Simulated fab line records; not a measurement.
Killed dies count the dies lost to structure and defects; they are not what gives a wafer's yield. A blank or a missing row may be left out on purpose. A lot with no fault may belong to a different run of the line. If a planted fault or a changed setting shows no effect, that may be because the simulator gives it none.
Struck lot and sound lot, side by side / flow n5Finfet / 36 out of 1938 route steps
Sound: the wafers L249.3, L249.4, L249.5. Wafers L252.1, L252.3, L252.4 were the ones struck. The cause comes at the end.
Per side, at each step with rows, come the tool, then ch with its chambers, and then its first start. Under that, the readings that differ: sound wafers / struck wafers / difference of the means / sigmas: that difference in standard deviations of wafers without a fault.
alike: same words and numbers on both sides, and readings whose means sit less than 2 such deviations apart. not compared: any withheld reading, any reading some wafer has no value for, any bound like >300 that may hide the same value, and any number with overlapping values for which the record gives no deviation.
The two part at a step that has a row with sigmas, a row that says differs or no value, or rows on one side only. Non-overlapping numbers with no deviation appear without sigmas and do not part them. A reading missing from all wafers of one side parts the sides only when that side holds two or more wafers.

first, 9 steps without rows for these wafers: N5_BEOL_M4_ANNEAL_95 (time 240 s); N5_BEOL_M4_SPUTTER_96 (material Cu, target thk 4.5 nm, time 8.29 s); N5_BEOL_M4_ECD_50 (material Cu, target thk 300 nm); N5_BEOL_M4_ANNEAL_51 (time 90 s); N5_BEOL_M4_CMP_52 (polishes, stops on SiOC, t overpolish 6.8 s, target thk 40 nm); N5_BEOL_M4_PRE_CLEAN_60 (time 15 s); N5_BEOL_M4_CO_CAP_55 (material Co, precursor CCTBA/H2, target thk 2 nm, time 102.1 s); N5_BEOL_M4_PRE_CLEAN_56 (time 15 s); N5_BEOL_M4_DEP_57 (deposits SiCN from 3MS/NH3, target thk 8 nm, time 14 s).
N5_BEOL_M4_RC_MEAS_101:
  sound on prober-01 ch 0, day 8 00:11; struck on prober-02 ch 0, day 8 14:03
reading=DIBL_N (mV/V); sound=39.2 39.8 37.8; struck=35.6 36.8 35.9; difference=-2.8; sigmas=-2
reading=IOFF_N (nA/um); sound=0.178 0.197 0.156; struck=0.114 0.133 0.112; difference=-0.057; sigmas=-3
reading=IOFF_P (nA/um); sound=0.219 0.238 0.205; struck=0.141 0.159 0.137; difference=-0.075; sigmas=-3
reading=ION_P (uA/um); sound=463 463 460; struck=448 445 440; difference=-18; sigmas=-3
reading=VT_N (mV); sound=250.6 245.5 251.4; struck=256.6 257.2 257.9; difference=+8.1; sigmas=+3
reading=VT_P (mV); sound=-252.2 -250.4 -251.0; struck=-257.9 -259.5 -257.8; difference=-7.2; sigmas=-3
  alike: DIBL_P, ION_N, SS_N, SS_P
then, 24 steps without rows for these wafers: N5_BEOL_M5_ILD_DEP_00 (deposits SiCOH lowk from DEMS/porogen, target thk 140.64 nm, time 25.9 s); N5_BEOL_M5_CURE_79 (cures SiCOH lowk, time 240 s); N5_BEOL_M5_PECVD_70 (deposits SiO2 from TEOS/O2, target thk 16 nm, time 18 s); N5_BEOL_M5_HM_DEP_02 (deposits TiN, target thk 20 nm); N5_BEOL_M5_COAT_59 (time 60 s, resist thk 60 nm); N5_BEOL_M5_COAT_60 (time 60 s, resist thk 12 nm); N5_BEOL_M5_COAT_71 (time 60 s, resist thk 5 nm); N5_BEOL_M5_COAT_05 (resist thk 30 nm); N5_BEOL_M5_EBR_07; N5_BEOL_M5_SOFTBAKE_06 (time 60 s); N5_BEOL_M5_EXPOSE_08 (exposes mask M5, target cd 28 nm); N5_BEOL_M5_PEB_09 (peb time 60 s); N5_BEOL_M5_DEVELOP_10 (develop time 30 s); N5_BEOL_M5_DESCUM_16 (chemistry O2, time 7 s); N5_BEOL_M5_ETCH_72 (etches underlayer in N2/H2, target depth 6.5 nm, time 5.2 s); N5_BEOL_M5_ETCH_61 (etches SiARC in CF4, target depth 15.6 nm, time 26 s); N5_BEOL_M5_ETCH_62 (etches SOC in N2/H2, target depth 75 nm, overetch 15 nm, time 112.5 s); N5_BEOL_M5_STRIP_63 (strips in N2/H2); N5_BEOL_M5_STRIP_73 (strips in N2/H2); N5_BEOL_M5_STRIP_64 (strips in CF4); N5_BEOL_M5_HM_OPEN_17 (chemistry Cl2/BCl3, target TiN, target depth 20 nm, overetch 6 nm); N5_BEOL_M5_STRIP_19 (strips in O2); N5_BEOL_M5_COAT_65 (time 60 s, resist thk 60 nm); N5_BEOL_M5_COAT_66 (time 60 s, resist thk 12 nm).
-- record jumps: 4 days separate the struck wafers' starts on either side; left off in module BEOL_M5, taken up again in module PASSIVATION, whose first shown step is the route's number 1936 --
N5_PASSIVATION_STRIP_14: strips in O2.
  sound on rieDiel-04 ch 0,1, day 11 21:14; struck on rieDiel-04 ch 0,1, day 12 11:40
  no value came back on the struck wafers for any of 7 readings (biasPowerW (W), chamberPressureMTorr (mTorr) and others); on the sound wafers biasPowerW (W) reads 0 0 0
  not compared: rfHoursCounterH, model.coat_of_PASSIVATION_COAT_04.thkNm
N5_PASSIVATION_PROBE_49:
  the record has rows for the struck wafers here (prober-02, day 12 18:05) and none for the sound ones

WHERE THEY PART
Last at N5_PASSIVATION_PROBE_49 as far as this record goes, first at N5_BEOL_M4_RC_MEAS_101.

WHY: what had been put in by the simulator
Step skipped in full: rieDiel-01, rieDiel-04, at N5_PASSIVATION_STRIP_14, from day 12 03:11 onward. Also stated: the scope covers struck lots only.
